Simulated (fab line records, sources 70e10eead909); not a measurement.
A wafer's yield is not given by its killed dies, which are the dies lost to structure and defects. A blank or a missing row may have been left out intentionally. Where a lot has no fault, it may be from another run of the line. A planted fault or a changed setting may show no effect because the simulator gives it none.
Chamber matching    flow nand-harc    NHARC_A_STAIRCASE_DESCUM_270 on rie-diel-12 has 4 sister chambers
The step chemistry O2, time 3 s. 16 wafers are shown with their chamber, then 8 later ones without.

== WAFERS, EACH WITH ITS CHAMBER ==
wafer   chamber  drypump-motor-current-A (A)  showerhead-plenum-p-Torr (Torr)  oes-product-au (a.u.)
L074.2  3        5.8                          1.77                             1.008
L074.5  1        6.6                          1.81                             0.984
L074.6  0        6.3                          1.96                             1.008
L081.2  1        6.6                          1.80                             0.996
L081.3  2        5.4                          1.81                             1.000
L081.5  2        5.4                          1.81                             0.993
L086.1  3        5.9                          2.07                             1.011
L086.3  1        6.6                          1.80                             1.006
L086.5  3        5.9                          2.07                             1.005
L090.1  1        6.6                          1.79                             1.015
L090.3  0        6.3                          1.94                             1.005
L090.6  2        5.5                          1.80                             0.989
L088.1  0        6.3                          1.94                             1.008
L088.5  2        5.5                          1.80                             0.999
L088.6  3        5.9                          2.07                             1.020
L092.2  3        5.9                          2.07                             1.021

SIGNATURES (means of the wafers above)
reading                   chamber 0  chamber 1  chamber 2  chamber 3  scatter within a chamber
drypump-motor-current-A   6.300      6.600      5.450      5.880      0.0387
showerhead-plenum-p-Torr  1.9467     1.8000     1.8050     2.0100     0.0778
oes-product-au            1.00700    1.00025    0.99525    1.01300    0.00829
Rule: a wafer's distance from a chamber is the root of the sum, over the readings, of the square of ((its reading less the chamber's mean) divided by the reading's scatter). The wafer belongs to the nearest chamber; if the next one is less than 2 further off, it can't be placed. The scatter: the root of (the sum of the squares of (reading less its chamber's mean) over the shown wafers, divided by (wafers less chambers)).

== WAFERS MISSING THEIR CHAMBER ==
wafer   drypump-motor-current-A (A)  showerhead-plenum-p-Torr (Torr)  oes-product-au (a.u.)
L092.3  6.6                          1.79                             1.026
L092.4  5.4                          1.80                             1.008
L093.3  6.6                          1.79                             1.003
L093.5  6.3                          1.94                             0.996
L093.6  6.6                          1.79                             1.007
L094.1  5.4                          1.79                             0.996
L094.4  5.9                          2.06                             1.025
L094.5  5.4                          1.79                             0.995

== WHICH CHAMBER EACH WENT THROUGH ==
wafer   from the rows above  in truth
L092.3  1                    1
L092.4  2                    2
L093.3  1                    1
L093.5  0                    0
L093.6  1                    1
L094.1  2                    2
L094.4  3                    3
L094.5  2                    2
Correctly placed: 8 of 8. Not placeable from these rows: 0. Number placed wrongly: 0.
